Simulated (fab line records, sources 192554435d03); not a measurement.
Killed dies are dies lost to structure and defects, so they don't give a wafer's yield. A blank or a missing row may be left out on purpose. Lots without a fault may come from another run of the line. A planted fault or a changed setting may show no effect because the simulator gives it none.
Which tool did it? | flow n5_finfet | 10 lots, 29 wafers sampled, at 5 steps of a route of 1938

WHAT THE GAUGES READ, wafer by wafer
The record holds no reading of a measuring or inspecting step that can be judged against a usual standard deviation.

WHICH TOOL RAN EACH LOT (tool, then ch and the chambers of the sampled wafers, then the start)
lot  | N5_BEOL_M10_VIA_ETCH_34            | N5_BEOL_M10_STRIP_77               | N5_BEOL_M10_CURE_72           | N5_BEOL_M10_PRE_CLEAN_45     | N5_PASSIVATION_PROBE_49
L518 | rie_diel-04 ch 3, day 10 06:59     | rie_diel-04 ch 3, day 10 07:11     | uv_cure-01 ch 1, day 10 07:40 | pvd_sputter-02, day 10 08:13 | -
L522 | rie_diel-01 ch 0,1,2, day 11 10:50 | rie_diel-01 ch 0,1,2, day 11 11:02 | uv_cure-03 ch 0, day 11 11:22 | pvd_sputter-01, day 11 11:47 | -
L525 | rie_diel-04 ch 1,3, day 12 10:42   | rie_diel-04 ch 1,3, day 12 10:55   | uv_cure-02 ch 1, day 12 11:22 | pvd_sputter-02, day 12 11:59 | -
L528 | rie_diel-06 ch 0,3, day 12 16:54   | rie_diel-06 ch 0,3, day 12 17:06   | uv_cure-02 ch 1, day 12 17:23 | pvd_sputter-02, day 12 17:58 | -
L527 | rie_diel-06 ch 0,3, day 13 01:09   | rie_diel-06 ch 0,3, day 13 01:21   | uv_cure-02 ch 0, day 13 01:44 | pvd_sputter-01, day 13 02:01 | -
L530 | rie_diel-04 ch 0,3, day 13 20:22   | rie_diel-04 ch 0,3, day 13 20:34   | uv_cure-01 ch 2, day 13 20:50 | pvd_sputter-01, day 13 21:16 | prober-01, day 15 23:45
L534 | rie_diel-04 ch 0,1,2, day 14 10:56 | rie_diel-04 ch 0,1,2, day 14 11:08 | uv_cure-02 ch 2, day 14 11:25 | pvd_sputter-02, day 14 11:57 | prober-01, day 16 13:59
L538 | rie_diel-04 ch 0,1,3, day 15 02:02 | rie_diel-04 ch 0,1,3, day 15 02:14 | uv_cure-03 ch 2, day 15 02:31 | pvd_sputter-02, day 15 03:32 | -
L537 | rie_diel-06 ch 1,2,3, day 15 04:17 | rie_diel-06 ch 1,2,3, day 15 04:29 | uv_cure-01 ch 2, day 15 04:46 | pvd_sputter-03, day 15 05:09 | prober-01, day 17 10:18
L540 | rie_diel-06 ch 2,3, day 15 16:49   | rie_diel-06 ch 2,3, day 15 17:01   | uv_cure-01 ch 0, day 15 17:23 | pvd_sputter-03, day 15 18:01 | -
- N5_BEOL_M10_VIA_ETCH_34: etches SiCOH lowk in C4F6/O2, target depth 184.5 nm, time 69.2 s.
- N5_BEOL_M10_STRIP_77: strips in N2/H2, time 10 s.
- N5_BEOL_M10_CURE_72: cures SiCOH lowk, time 120 s.
- N5_BEOL_M10_PRE_CLEAN_45: time 30 s.
- N5_PASSIVATION_PROBE_49

WHAT THE TOOLS THEMSELVES READ (means of the sampled wafers that have a number; where no wafer has one, the mark that the record gives instead)
N5_BEOL_M10_VIA_ETCH_34. Usual: C4F6_flow_sccm 9.993 sccm, standard deviation 0.026; drypump_motor_current_A 5.8 A, standard deviation 0.31; mfc_ar_sccm 300.0 sccm, standard deviation 0.96; oes_product_au 0.79 a.u., standard deviation 0.077; rf_vpp_V 671 V, standard deviation 23; showerhead_plenum_p_Torr 2.86 Torr, standard deviation 0.074; throttle_valve_pct 20.85 %, standard deviation 0.25.
lot  | tool        | C4F6_flow_sccm (sccm) | drypump_motor_current_A (A) | mfc_ar_sccm (sccm) | oes_product_au (a.u.) | rf_vpp_V (V) | showerhead_plenum_p_Torr (Torr) | throttle_valve_pct (%) | flag
L518 | rie_diel-04 | 10.006                | 6.2                         | 300.8              | 0.78                  | 672          | 2.79                            | 20.93                  |
L522 | rie_diel-01 | 9.993                 | 5.5                         | 300.2              | 0.82                  | 665          | 2.95                            | 21.04                  |
L525 | rie_diel-04 | 10.000                | 5.6                         | 298.8              | 0.70                  | 681          | 2.80                            | 20.88                  |
L528 | rie_diel-06 | 9.959                 | 5.7                         | 300.3              | 0.78                  | 686          | 2.79                            | 20.60                  |
L527 | rie_diel-06 | 9.987                 | 5.7                         | 299.9              | 0.78                  | 685          | 2.79                            | 20.61                  |
L530 | rie_diel-04 | 10.023                | 6.1                         | 299.1              | 0.77                  | 677          | 2.80                            | 20.84                  |
L534 | rie_diel-04 | 10.007                | 5.7                         | 300.1              | 0.82                  | 672          | 2.86                            | 20.64                  |
L538 | rie_diel-04 | 10.008                | 5.9                         | 300.1              | 0.83                  | 681          | 2.81                            | 20.72                  |
L537 | rie_diel-06 | 9.981                 | 5.9                         | 299.6              | 0.81                  | 654          | 2.88                            | 21.02                  |
L540 | rie_diel-06 | 9.996                 | 5.9                         | 300.2              | 0.77                  | 647          | 2.85                            | 20.97                  |

N5_BEOL_M10_STRIP_77. Usual: bias_power_w 7.002 W, standard deviation 0.018; chamber_pressure_mTorr 20.001 mTorr, standard deviation 0.018; drypump_motor_current_A 5.8 A, standard deviation 0.31; n2_flow_sccm 199.8 sccm, standard deviation 0.62; oes_product_au 0.79 a.u., standard deviation 0.077; rf_vpp_V 59.2 V, standard deviation 0.85; showerhead_plenum_p_Torr 2.55 Torr, standard deviation 0.072; throttle_valve_pct 23.6 %, standard deviation 0.31.
lot  | tool        | bias_power_w (W) | chamber_pressure_mTorr (mTorr) | drypump_motor_current_A (A) | n2_flow_sccm (sccm) | oes_product_au (a.u.) | rf_vpp_V (V) | showerhead_plenum_p_Torr (Torr) | throttle_valve_pct (%) | flag
L518 | rie_diel-04 | 7.007            | 20.030                         | 6.2                         | 199.4               | 0.78                  | 58.5         | 2.44                            | 23.3                   |
L522 | rie_diel-01 | 6.988            | 20.010                         | 5.5                         | 199.8               | 0.82                  | 59.3         | 2.65                            | 24.1                   |
L525 | rie_diel-04 | 6.992            | 20.006                         | 5.7                         | 200.0               | 0.70                  | 59.5         | 2.47                            | 23.2                   |
L528 | rie_diel-06 | 6.999            | 20.001                         | 5.7                         | 199.6               | 0.78                  | 58.9         | 2.51                            | 23.6                   |
L527 | rie_diel-06 | 7.030            | 20.025                         | 5.7                         | 199.8               | 0.78                  | 59.1         | 2.51                            | 23.6                   |
L530 | rie_diel-04 | 7.011            | 19.995                         | 6.2                         | 200.6               | 0.77                  | 58.8         | 2.47                            | 23.4                   |
L534 | rie_diel-04 | 6.993            | 17.995                         | 5.7                         | 199.9               | 0.80                  | 59.8         | 2.55                            | 23.4                   | OFF
L538 | rie_diel-04 | 7.012            | 18.005                         | 5.9                         | 199.4               | 0.83                  | 59.5         | 2.49                            | 23.3                   | OFF
L537 | rie_diel-06 | 7.001            | 19.992                         | 5.9                         | 199.8               | 0.80                  | 58.8         | 2.54                            | 23.5                   |
L540 | rie_diel-06 | 7.024            | 19.985                         | 5.9                         | 199.1               | 0.76                  | 59.2         | 2.53                            | 23.5                   |

N5_BEOL_M10_CURE_72. Usual: lamp_power_pct 52.31 %, standard deviation 0.054; wafer_temp_C_max 371.7, standard deviation 0.5.
lot  | tool       | lamp_power_pct (%) | wafer_temp_C_max | flag
L518 | uv_cure-01 | 52.33              | 371.1            |
L522 | uv_cure-03 | 52.33              | 372.1            |
L525 | uv_cure-02 | 52.30              | 371.8            |
L528 | uv_cure-02 | 52.36              | 372.1            |
L527 | uv_cure-02 | 52.33              | 372.0            |
L530 | uv_cure-01 | 52.32              | 372.2            |
L534 | uv_cure-02 | 52.35              | 371.5            |
L538 | uv_cure-03 | 52.34              | 371.5            |
L537 | uv_cure-01 | 52.30              | 371.7            |
L540 | uv_cure-01 | 52.29              | 371.2            |

N5_BEOL_M10_PRE_CLEAN_45. Usual: heater_power_w 324 W, standard deviation 20; susceptor_temp_C 249.99 C, standard deviation 0.18.
lot  | tool           | heater_power_w (W) | susceptor_temp_C (C) | flag
L518 | pvd_sputter-02 | 326                | 249.94               |
L522 | pvd_sputter-01 | 307                | 249.92               |
L525 | pvd_sputter-02 | 331                | 250.05               |
L528 | pvd_sputter-02 | 316                | 249.96               |
L527 | pvd_sputter-01 | 312                | 249.91               |
L530 | pvd_sputter-01 | 312                | 249.87               |
L534 | pvd_sputter-02 | 329                | 250.01               |
L538 | pvd_sputter-02 | 314                | 249.94               |
L537 | pvd_sputter-03 | 336                | 249.83               |
L540 | pvd_sputter-03 | 328                | 249.79               |

N5_PASSIVATION_PROBE_49. Usual: defect_limited_yield 91.4 %, standard deviation 1.6; killed_at_M0_to_M3 35, standard deviation 10; killed_at_M4_up 12, standard deviation 4.7; killed_at_contacts 12, standard deviation 5.8; killed_at_front_end 38, standard deviation 12; killed_at_other 4, standard deviation 3.2; killed_dies 102, standard deviation 18; killed_open 68, standard deviation 14; killed_short 32, standard deviation 8; sort_bin_5_function 5.1 %, standard deviation 0.96; sort_bin_6_memory 3.2 %, standard deviation 0.77; sort_bin_8_speed 0.1 %, standard deviation 0.39; sort_n_pass 1078, standard deviation 20; sort_yield_pct 91.3 %, standard deviation 1.7.
lot  | tool      | defect_limited_yield (%) | killed_at_M0_to_M3 | killed_at_M4_up | killed_at_contacts | killed_at_front_end | killed_at_other | killed_dies | killed_open | killed_short | sort_bin_5_function (%) | sort_bin_6_memory (%) | sort_bin_8_speed (%) | sort_n_pass | sort_yield_pct (%) | flag
L530 | prober-01 | 92.2                     | 28                 | 12              | 13                 | 35                  | 3               | 92          | 64          | 27           | 5.0                     | 2.5                   | 0.0                  | 1088        | 92.2               |
L534 | prober-01 | 91.2                     | 33                 | 7               | 12                 | 47                  | 5               | 104         | 81          | 23           | 5.1                     | 3.5                   | 0.0                  | 1076        | 91.2               |
L537 | prober-01 | 91.7                     | 24                 | 8               | 8                  | 49                  | 9               | 98          | 65          | 33           | 5.1                     | 3.1                   | 0.0                  | 1082        | 91.7               |

THE ANSWER, worked out from the rows above alone
Rule: a lot is off if the mean of its wafers that have a number lies more than 3 standard deviations from the usual mean. A lot without any number at a reading at which 4 lots or more have one is off too. The other lots that the step has rows for count as sound. The gauges are gone through in route order, then the tools' own readings, and for those a lot's mean is taken as printed above. The first step at which some lot is off is used, and at that step the reading that is off furthest; a lot without a number counts as furthest.
Off: L534, L538, at N5_BEOL_M10_STRIP_77 (chamber_pressure_mTorr).
A tool fits if, at that step or a process step before it, it ran every lot that is off, and no sound lot after the first of them. One fits: rie_diel-04 at N5_BEOL_M10_VIA_ETCH_34 and N5_BEOL_M10_STRIP_77. At N5_BEOL_M10_VIA_ETCH_34 its last sound lot is L530 (day 13 20:22), its first lot that is off L534 (day 14 10:56): a fault that began between those two fits.

WHAT THE SIMULATOR HAD PUT IN
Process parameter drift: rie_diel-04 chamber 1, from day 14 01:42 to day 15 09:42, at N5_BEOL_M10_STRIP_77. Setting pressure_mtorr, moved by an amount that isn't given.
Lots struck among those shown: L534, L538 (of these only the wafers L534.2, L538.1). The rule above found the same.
